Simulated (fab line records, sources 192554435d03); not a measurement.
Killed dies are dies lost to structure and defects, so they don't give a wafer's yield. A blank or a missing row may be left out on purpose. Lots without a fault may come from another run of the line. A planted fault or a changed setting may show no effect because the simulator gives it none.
fab line records | flow n5_finfet
record lots=6 wafers=17 last_day=19
route steps=1938 shown STI_FIN_REVEAL@184 BEOL_M4@1111 PASSIVATION@1936
lots that met no fault: from a run of the same line without faults
start_h: hours from the record's first day to the start of the lot's first wafer shown | wait_h: hours since the lot's step before | " the same as in the row above | L1.1+2: a row that stands for several wafers | - no value, or no start given | * or withheld: withheld | < > ~ a bound
route shown NAME@n: a module of which the file shows steps, and the number in the route of the first | usual: mean/standard deviation of fault-free wafers | same: alike in all rows | chamber/n: place in a boat | sites: the reading at each site | _std_site: their standard deviation | _edge_site: outer sites' mean less inner sites' | radius_mm: how far each site lies from the wafer's centre | mask NAME#n: copy n | behind: the tool/chamber that last shaped the wafer | hold: why the lot was held/for how many hours/how that ended | device: the transistor (n, p or np) that didn't switch | end of line: the same wafers' tests at the end of the route | a step without rows: its recipe alone | killed: dies lost to structure and defects at the first sort, not the wafer's yield | map: a wafer's dies, x killed, . not, _ none there
set.NAME: the setting as run; set.NAME@STEP: as run at that earlier step | model.NAME: the simulator's own value behind a step, which no gauge read
lots at some steps of the route; a table a step, a row a wafer
services: from which hour (start_h, from the record's first day; less than 0 if before it) a tool's chamber was out of use, for how many hours, and why
## steps
# step N5_STI_FIN_REVEAL_ALD_14
# recipe material=Si3N4 target_thk_a=30 temp_c=400 ald_precursor_family=SiH2I2 ald_co_reactant=N2/H2-plasma pressure_torr=2
# usual heater_power_w=827/73
# columns lot.wafer tool chamber start_h wait_h heater_power_w
L212.2 ald_sin-02 1 42.39 0.0 736
L212.5 " 2 " " 928
L212.6 " 3 " " 963
L216.3 ald_sin-04 2 66.80 0.0 753
L216.4 " 1 " " 797
L216.5 " 2 " " 760
L222.2 ald_sin-02 0 103.62 0.0 837
L222.3 " 3 " " 982
L222.6 " 1 " " 723
L227.1 ald_sin-03 0 129.92 0.0 861
L227.2 " 2 " " 771
L231.1 ald_sin-03 3 155.73 0.0 741
L231.4 " 0 " " 850
L231.5 " 2 " " 755
L232.1 ald_sin-02 1 163.20 0.0 731
L232.2 " 3 " " 954
L232.5 " 1 " " 750
# step N5_STI_FIN_REVEAL_FCVD_FILL_01
# recipe material=SiO2_flowable target_thk_a=3120 temp_c=100 pressure_torr=0.8 rf_w=2000 time_s=512.2
# step N5_STI_FIN_REVEAL_DENSIFY_02
# recipe temp_c=650 ambient=steam time_s=1800 idle_temp_c=400 densification_p_h2o_torr=640
# step N5_STI_FIN_REVEAL_CMP_04
# recipe stop_on=Si3N4 t_overpolish_s=4 down_force_psi=2 platen_rpm=54.18 post_cmp_clean=alkaline_brush pad_velocity_m_s=1.078 target_thk_nm=131.83
# step N5_STI_FIN_REVEAL_THK_MEAS_05
# usual thk_nm=131.7/0.95
# columns lot.wafer tool chamber start_h wait_h thk_nm
L212.2 film_metro-01 - 48.34 - 131.1
L212.5 " - " " 129.8
L212.6 " - " " 131.8
L216.3 film_metro-02 - 72.19 - 132.1
L216.4 " - " " 133.0
L216.5 " - " " 132.7
L222.2 film_metro-02 - 108.95 - 131.7
L222.3 " - " " 132.4
L222.6 " - " " 132.8
L227.1 film_metro-02 - 135.33 - 130.4
L227.2 " - " " 130.7
L231.1 film_metro-01 - 161.07 - 130.6
L231.4 " - " " 130.8
L231.5 " - " " 132.6
L232.1 film_metro-01 - 168.54 - 130.8
L232.2 " - " " 131.5
L232.5 " - " " 130.3
# step N5_STI_FIN_REVEAL_DENSIFY_30
# recipe temp_c=* time_s=* ambient=N2 idle_temp_c=600 ramp_up_c_per_s=150 ramp_down_c_per_s=60 cool_to_c=600
# usual lamp_power_pct=11.53/0.048 wafer_temp_C_max=*
# columns lot.wafer tool chamber start_h wait_h lamp_power_pct wafer_temp_C_max
L212.2 rtp_anneal-01 0 48.39 0.1 11.51 *
L212.5 " 0 " " 11.48 *
L212.6 " 0 " " 11.62 *
L216.3 rtp_anneal-01 0 72.27 0.1 11.43 *
L216.4 " 0 " " 11.50 *
L216.5 " 0 " " 11.49 *
L222.2 rtp_anneal-01 0 109.04 0.1 11.47 *
L222.3 " 0 " " 11.44 *
L222.6 " 0 " " 11.54 *
L227.1 rtp_anneal-01 0 135.35 0.0 11.42 *
L227.2 " 0 " " 11.48 *
L231.1 rtp_anneal-02 0 161.09 0.0 11.49 *
L231.4 " 0 " " 11.51 *
L231.5 " 0 " " 11.48 *
L232.1 rtp_anneal-02 0 168.56 0.0 11.47 *
L232.2 " 0 " " 11.53 *
L232.5 " 0 " " 11.49 *
# step N5_STI_FIN_REVEAL_ETCHBACK_08
# recipe chemistry=C4F6/O2 target=SiO2 target_depth_a=305 time_s=10.167 ion_energy_ev=250 pressure_mtorr=30 source_w=345 bias_w=185 Ar_flow_sccm=300 C4F6_flow_sccm=10 O2_flow_sccm=10
# usual bias_w=184.9/0.52 drypump_motor_current_A=5.9/0.49 mfc_ar_sccm=300.2/0.93 oes_product_au=0.76/0.096 rf_vpp_V=664/8.6 showerhead_plenum_p_Torr=2.89/0.1 throttle_valve_pct=21.21/0.17
# columns lot.wafer tool chamber start_h wait_h bias_w drypump_motor_current_A mfc_ar_sccm oes_product_au rf_hours_counter_h rf_vpp_V showerhead_plenum_p_Torr throttle_valve_pct
L212.2 rie_diel-01 0 48.58 0.2 184.4 5.5 300.4 0.71 199 662 2.92 21.08
L212.5 " 1 " " 184.5 5.9 297.8 0.68 - 656 2.71 21.06
L212.6 " 2 " " 184.7 5.2 300.3 0.72 - 671 2.94 21.28
L216.3 rie_diel-02 2 72.60 0.3 184.8 6.2 300.6 0.93 27 662 3.01 20.88
L216.4 " 0 " " 185.3 5.3 300.8 0.69 228 673 2.93 21.60
L216.5 " 2 " " 184.4 6.2 301.0 0.93 - 663 3.01 20.87
L222.2 rie_diel-03 0 109.23 0.2 184.9 5.6 301.8 0.68 247 660 2.92 21.28
L222.3 " 3 " " 184.7 5.5 300.8 0.70 211 670 2.93 21.24
L222.6 " 0 " " 185.4 5.6 299.7 0.68 - 661 2.92 21.30
L227.1 rie_diel-02 1 135.61 0.2 185.2 6.3 301.2 0.69 238 678 2.81 21.33
L227.2 " 3 " " 184.6 6.7 300.8 0.73 196 662 2.83 21.42
L231.1 rie_diel-02 2 161.41 0.3 184.9 6.2 300.4 0.87 62 661 3.00 20.95
L231.4 " 0 " " 184.2 5.3 301.0 1.00 2 673 2.92 21.31
L231.5 " 2 " " 184.5 6.2 302.2 0.87 - 664 3.00 20.95
L232.1 rie_diel-03 1 168.78 0.2 185.6 5.8 300.9 0.67 246 649 2.69 21.27
L232.2 " 0 " " 185.1 5.6 299.3 0.97 6 661 2.91 20.99
L232.5 " 3 " " 184.7 5.5 301.0 0.68 - 667 2.92 21.24
# step N5_STI_FIN_REVEAL_STRIP_24
# recipe chemistry=N2/H2 time_s=90 power_w=100 temp_c=40 pressure_mtorr=100 rf_frequency_hz=6e+07 bias_power_w=3 n2_flow_sccm=300 h2_flow_sccm=300
# step N5_STI_FIN_REVEAL_PRECLEAN_25
# recipe chemistry=SPM time_s=90 temp_c=120 mix=4:1
# step N5_STI_FIN_REVEAL_PRECLEAN_26
# recipe chemistry=SC1 time_s=45 temp_c=46 mix=1:2:100
# step N5_STI_FIN_REVEAL_PRECLEAN_29
# recipe chemistry=DHF time_s=30 temp_c=25 dilution=300:1
# step N5_STI_FIN_REVEAL_SRD_12
# recipe time_s=30 temp_c=23 rinse_liquid=diw dry=ipa_marangoni
# step N5_STI_FIN_REVEAL_RECESS_09
# recipe chemistry=HF/NH3 target=SiO2 afs_cycles=11 target_depth_a=425 temp_c=30 sublimation_temp_c=180 sublimation_time_s=60
# usual drypump_motor_current_A=5.5/0.46
# columns lot.wafer tool chamber start_h wait_h drypump_motor_current_A model.etch.depth_nm model.SiNx_of_FIN_SAQP_HM_DEP_03.thk_nm
L212.2 vapor_etch-01 1 48.83 0.0 5.2 42.86 17.4
L212.5 " 1 49.89 1.1 5.2 42.86 17.8
L212.6 " 0 " " 6.1 42.86 17.8
L216.3 vapor_etch-02 1 73.56 0.7 4.9 42.31 17.6
L216.4 " 0 " " 5.6 42.31 18.4
L216.5 " 0 " " 5.6 42.31 18.2
L222.2 vapor_etch-01 1 109.48 0.0 5.3 42.89 18.2
L222.3 " 1 " " 5.3 42.89 17.8
L222.6 " 1 " " 5.2 64.28 17.2
L227.1 vapor_etch-01 1 135.86 0.0 5.3 63.46 16.2
L227.2 " 0 " " 6.1 42.35 17.2
L231.1 vapor_etch-02 0 161.66 0.0 5.6 42.52 18
L231.4 " 0 " " 5.6 42.52 18.8
L231.5 " 1 " " 4.9 42.52 18.4
L232.1 vapor_etch-02 1 169.09 0.1 4.9 41.76 18.4
L232.2 " 0 " " 5.6 41.76 18
L232.5 " 0 170.15 1.2 5.6 41.76 18.8
# step N5_STI_FIN_REVEAL_STRIP_16
# recipe chemistry=H3PO4 material=SiNx temp_c=165 target_depth_a=238 overetch_fraction=0.4964 dry=ipa_marangoni
# step N5_STI_FIN_REVEAL_PRECLEAN_17
# recipe chemistry=NF3:NH3 afs_cycles=1 temp_c=30 time_s=20 sublimation_temp_c=180 sublimation_time_s=60 pressure_torr=3 rf_power_w=30
# step N5_STI_FIN_REVEAL_ETCH_34
# recipe chemistry=H2 mode=isotropic material=Si target=Si target_depth_a=9.7 temp_c=20 pressure_mtorr=4.5 icp_w=300 bias_w=0 h2_flow_sccm=7.5 he_flow_sccm=142.5
# step N5_STI_FIN_REVEAL_OXIDATION_31
# recipe chemistry=O2_PLASMA_REMOTE temp_c=150 time_s=20 pressure_mtorr=1000 source_power_w=2000 o2_flow_sccm=3000
# usual drypump_motor_current_A=5.6/0.65 heater_power_w=161/14
# columns lot.wafer tool chamber start_h wait_h drypump_motor_current_A heater_power_w rf_hours_counter_h
L212.2 plasma_asher-02 0 50.99 0.0 6.3 154 29
L212.5 " 1 " " 6.3 152 -
L212.6 " 0 " " 6.3 155 -
L216.3 plasma_asher-01 0 75.58 0.1 6.2 175 -
L216.4 " 1 " " 4.9 148 -
L216.5 " 0 " " 6.2 177 -
L222.2 plasma_asher-01 0 111.68 0.1 6.2 173 106
L222.3 " 1 " " 4.9 148 -
L222.6 " 1 " " 4.9 149 -
L227.1 plasma_asher-01 0 138.01 0.0 6.2 177 116
L227.2 " 1 " " 4.9 145 116
L231.1 plasma_asher-01 1 163.82 0.0 4.9 144 123
L231.4 " 0 " " 6.2 179 -
L231.5 " 1 " " 4.9 147 -
L232.1 plasma_asher-01 1 171.24 0.0 4.9 146 125
L232.2 " 0 " " 6.2 174 125
L232.5 " 0 " " 6.2 178 -
# step N5_STI_FIN_REVEAL_PRECLEAN_32
# recipe chemistry=NF3:NH3 afs_cycles=1 temp_c=30 time_s=20 sublimation_temp_c=180 sublimation_time_s=60 pressure_torr=3 rf_power_w=30
# step N5_STI_FIN_REVEAL_STRIP_35
# recipe chemistry=H3PO4 material=Si3N4 temp_c=165 target_depth_a=40 time_s=39
# step N5_STI_FIN_REVEAL_SRD_21
# recipe dry=ipa_marangoni time_s=30 temp_c=23 rinse_liquid=diw
# step N5_STI_FIN_REVEAL_OXIDATION_33
# recipe chemistry=O2_PLASMA_REMOTE temp_c=150 time_s=20 pressure_mtorr=1000 source_power_w=2000 o2_flow_sccm=3000
# usual drypump_motor_current_A=5.7/0.65 heater_power_w=160/14
# columns lot.wafer tool chamber start_h wait_h drypump_motor_current_A heater_power_w rf_hours_counter_h
L212.2 plasma_asher-02 1 51.34 0.0 6.3 149 29
L212.5 " 0 " " 6.3 159 -
L212.6 " 1 " " 6.3 155 -
L216.3 plasma_asher-01 0 75.93 0.1 6.1 178 -
L216.4 " 1 " " 4.9 147 -
L216.5 " 0 " " 6.1 171 -
L222.2 plasma_asher-01 0 112.04 0.0 6.2 174 106
L222.3 " 1 " " 4.9 147 -
L222.6 " 0 " " 6.2 183 -
L227.1 plasma_asher-01 0 138.47 0.1 6.2 174 116
L227.2 " 1 " " 4.9 146 116
L231.1 plasma_asher-02 1 164.25 0.0 6.3 157 33
L231.4 " 1 " " 6.3 153 -
L231.5 " 0 " " 6.3 151 -
L232.1 plasma_asher-01 0 171.61 0.0 6.2 174 125
L232.2 " 1 " " 4.9 145 125
L232.5 " 0 " " 6.2 180 -
# step N5_STI_FIN_REVEAL_CLEAN_19
# recipe chemistry=O3/DIW temp_c=25 time_s=120 o3_ppm=10
# step N5_STI_FIN_REVEAL_SRD_23
# recipe dry=ipa_marangoni time_s=30 temp_c=23 rinse_liquid=diw
# step N5_STI_FIN_REVEAL_CD_MEAS_22
# recipe target_cd_nm=6.238 pitch_nm=28 polarity=line
# usual cd_nm=6.26/0.23
# columns lot.wafer tool chamber start_h wait_h cd_nm
L212.2 cd_sem-03 - 51.50 0.0 6.35
L212.5 " - " " 6.30
L212.6 " - " " 6.65
L216.3 cd_sem-01 - 76.09 0.0 6.11
L216.4 " - " " 6.52
L216.5 " - " " 6.37
L222.2 cd_sem-02 - 112.21 0.0 6.03
L222.3 " - " " 5.89
L222.6 " - " " 6.00
L227.1 cd_sem-02 - 138.63 0.0 6.42
L227.2 " - " " 6.49
L231.1 cd_sem-02 - 164.52 0.0 6.50
L231.4 " - " " 5.97
L231.5 " - " " 6.79
L232.1 cd_sem-01 - 171.77 0.0 6.29
L232.2 " - " " 6.26
L232.5 " - " " 6.44
# step N5_STI_FIN_REVEAL_FIN_H_MEAS_10
# usual trench_depth_nm=51.8/0.77
# columns lot.wafer tool chamber start_h wait_h trench_depth_nm
L212.2 ocd-01 - 51.53 0.0 51.7
L212.5 " - " " 51.5
L212.6 " - " " 51.3
L216.3 ocd-02 - 76.12 0.0 52.2
L216.4 " - " " 52.0
L216.5 " - " " 52.7
L222.2 ocd-01 - 112.24 0.0 51.5
L222.3 " - " " 51.2
L222.6 " - " " 73.3
L227.1 ocd-01 - 138.66 0.0 73.0
L227.2 " - " " 52.2
L231.1 ocd-02 - 164.55 0.0 52.6
L231.4 " - " " 52.5
L231.5 " - " " 53.0
L232.1 ocd-01 - 171.80 0.0 50.4
L232.2 " - " " 51.3
L232.5 " - " " 50.2
# step N5_STI_FIN_REVEAL_PRECLEAN_18
# recipe chemistry=SC2 time_s=45 temp_c=35 mix=1:1:50
# step N5_BEOL_M4_RC_MEAS_101
# usual DIBL_N=36.1/1.4 DIBL_P=36.3/1.4 IOFF_N=0.154/0.021 IOFF_P=0.21/0.032 ION_N=670/8.1 ION_P=461/7 SS_N=71.4/0.49 SS_P=73.3/0.5 VT_N=250.4/2.6 VT_P=-250/3.7
# columns lot.wafer tool chamber start_h wait_h DIBL_N[mV/V] DIBL_P[mV/V] IOFF_N[nA/um] IOFF_P[nA/um] ION_N[uA/um] ION_P[uA/um] SS_N[mV/dec] SS_P[mV/dec] VT_N[mV] VT_P[mV]
L212.2 prober-01 0 205.79 0.2 35.6 37.2 0.148 0.20 664 455 70.5 73.4 252.7 -252
L212.5 " 0 " " 36.7 38.3 0.164 0.21 665 460 70.9 74.0 249.0 -253
L212.6 " 0 " " 37.7 38.4 0.182 0.22 672 458 70.9 74.1 246.5 -253
L216.3 prober-01 0 222.23 0.3 37.2 37.5 0.156 0.22 673 468 71.4 73.0 252.1 -252
L216.4 " 0 " " 36.4 36.5 0.141 0.20 670 462 71.2 73.3 251.0 -251
L216.5 " 0 " " 35.3 35.2 0.133 0.19 668 467 70.5 73.0 251.6 -251
L222.2 prober-02 0 279.66 0.2 37.3 35.5 0.158 0.24 658 461 71.6 73.9 248.5 -245
L222.3 " 0 " " 37.2 35.8 0.165 0.25 666 463 71.4 72.7 249.6 -247
L222.6 " 0 " " 37.6 36.4 0.164 0.26 662 466 71.9 72.4 249.2 -242
L227.1 prober-01 0 281.35 0.0 36.0 35.5 0.157 0.19 676 455 71.1 73.8 248.9 -253
L227.2 " 0 " " 37.2 37.1 0.190 0.23 683 464 72.2 74.5 247.3 -248
L231.1 prober-02 0 312.47 0.0 35.7 36.3 0.154 0.21 672 467 71.7 72.7 251.6 -248
L231.4 " 0 " " 34.9 36.1 0.146 0.20 678 471 71.2 73.2 250.6 -249
L231.5 " 0 " " 36.1 37.8 0.171 0.24 685 475 71.2 73.3 248.3 -247
L232.1 prober-01 0 339.56 0.0 36.1 35.4 0.147 0.21 668 459 71.9 73.3 252.0 -247
L232.2 " 0 " " 37.4 37.4 0.173 0.23 679 468 71.7 73.5 249.5 -247
L232.5 " 0 " " 37.3 37.5 0.169 0.24 660 457 71.1 73.5 249.8 -248
# step N5_PASSIVATION_PROBE_49
# usual defect_limited_yield=91.0/1.6 killed_at_M0_to_M3=35/11 killed_at_M4_up=14/5.1 killed_at_contacts=12/6.6 killed_at_front_end=41/12 killed_at_other=4/3 killed_dies=107/19 killed_open=70/15 killed_short=35/8.5 sort_bin_5_function=5.3/1 sort_bin_6_memory=3.4/0.73 sort_n_pass=1073/19 sort_yield_pct=91.0/1.6
# same gross_dies=1180 killed_at_back_side=0 sort_bin_4_leakage[%]=0 sort_bin_8_speed[%]=0
# columns lot.wafer tool chamber start_h wait_h defect_limited_yield[%] killed_at_M0_to_M3 killed_at_M4_up killed_at_contacts killed_at_front_end killed_at_other killed_dies killed_open killed_short sort_bin_5_function[%] sort_bin_6_memory[%] sort_n_pass sort_yield_pct[%]
L212.2 prober-01 - 319.08 0.1 92.8 23 12 12 34 4 85 55 29 4.4 2.7 1095 92.8
L212.5 prober-01 - 319.23 0.2 93.1 24 8 6 43 1 82 45 36 4.6 2.2 1098 93.1
L212.6 prober-01 - 319.28 0.3 91.8 27 4 10 54 2 97 64 31 5.0 3.0 1083 91.8
L231.1 prober-01 - 419.74 0.0 91.0 49 9 4 41 3 106 79 25 5.6 3.1 1074 91.0
L231.4 prober-01 - 419.89 0.2 91.3 23 17 6 57 0 103 80 21 5.1 3.2 1077 91.3
# killed by level:class
L212.2 MOL_CONTACT_COAG:geometric_particle:open=9 BEOL_M2:geometric_particle:open=6 BEOL_M3:geometric_particle:open=6 FIN_SAQP:geometric_particle:short=5 DUMMY_GATE:geometric_particle:open=4 STI_FIN_REVEAL:geometric_particle:open=4 GATE_CUT:geometric_particle:short=4 BEOL_M4:geometric_particle:open=4
L212.5 STI_FIN_REVEAL:geometric_particle:open=7 BEOL_M1:geometric_particle:open=7 FIN_SAQP:geometric_particle:open=5 FIN_SAQP:geometric_particle:short=5 MOL_CONTACT_COAG:geometric_particle:open=4 BEOL_M1:geometric_particle:short=4 BEOL_M2:geometric_particle:open=4 BEOL_M2:geometric_particle:short=4
L212.6 FIN_SAQP:geometric_particle:short=11 STI_FIN_REVEAL:geometric_particle:open=11 FIN_SAQP:geometric_particle:open=10 BEOL_M3:geometric_particle:open=8 MOL_CONTACT_COAG:geometric_particle:open=8 GATE_CUT:geometric_particle:short=6 BEOL_M0:geometric_particle:open=5 BEOL_M1:geometric_particle:open=4
L231.1 FIN_SAQP:geometric_particle:open=20 BEOL_M1:geometric_particle:open=15 BEOL_M3:geometric_particle:open=11 BEOL_M4:geometric_particle:open=8 BEOL_M0_SAQP:geometric_particle:short=7 BEOL_M2:geometric_particle:open=6 BEOL_M0_SAQP:geometric_particle:open=5 MOL_CONTACT_COAG:geometric_particle:open=4
L231.4 FIN_SAQP:geometric_particle:open=15 STI_FIN_REVEAL:geometric_particle:open=14 BEOL_M4:geometric_particle:open=11 FIN_SAQP:geometric_particle:short=9 BEOL_M3:geometric_particle:open=8 BEOL_M1:geometric_particle:open=7 MOL_CONTACT_COAG:geometric_particle:open=6 STARTING-WAFER:geometric_particle:open=5
## services
# columns tool chamber start_h hours kind
rie_diel-02 0 27.25 10.5 repair
plasma_asher-01 - 36.81 2.8 pm
plasma_asher-02 - 54.11 99.2 repair
rie_diel-01 2 54.40 8.8 repair
rie_diel-02 1 54.67 4.9 repair
rie_diel-03 0 57.67 8.5 repair
rie_diel-02 2 61.56 5.3 repair
ald_sin-04 3 63.33 9.2 repair
rie_diel-01 - 74.15 2.8 pm
rie_diel-02 0 78.19 4.7 repair
rie_diel-02 1 80.59 1.8 repair
ald_sin-03 - 86.61 14.0 pm
vapor_etch-01 - 91.27 1.7 repair
rie_diel-01 3 96.04 6.8 repair
vapor_etch-02 - 102.72 0.1 repair
rie_diel-02 - 117.35 0.2 repair
rie_diel-02 0 139.56 - clean
rie_diel-02 0 139.56 - consumable_replace:focus_ring
rie_diel-02 0 139.56 18.8 scheduled_down
rie_diel-02 0 139.56 18.8 vent_cycle
rie_diel-03 - 149.07 14.6 pm
rie_diel-02 1 163.07 - clean
rie_diel-02 1 163.07 - consumable_replace:focus_ring
rie_diel-02 1 163.07 17.7 scheduled_down
## key
first_sign step=N5_STI_FIN_REVEAL_FIN_H_MEAS_10 reading=trench_depth_nm direction=up sigmas=28 usual=51.8 struck=73.2
effect none on later readings
model_effect step=N5_STI_FIN_REVEAL_RECESS_09 value=etch.depth_nm without=42.62 struck=63.87
met_at N5_STI_FIN_REVEAL_RECESS_09
struck_wafers L222.6,L227.1
onset_between 48.83 109.48
fault kind=process_parameter_drift tool=vapor_etch-01 chamber=- onset_h=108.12 steps=N5_STI_FIN_REVEAL_RECESS_09 channel=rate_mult offset=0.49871 shape=step end_h=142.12 scope=struck_wafers_only
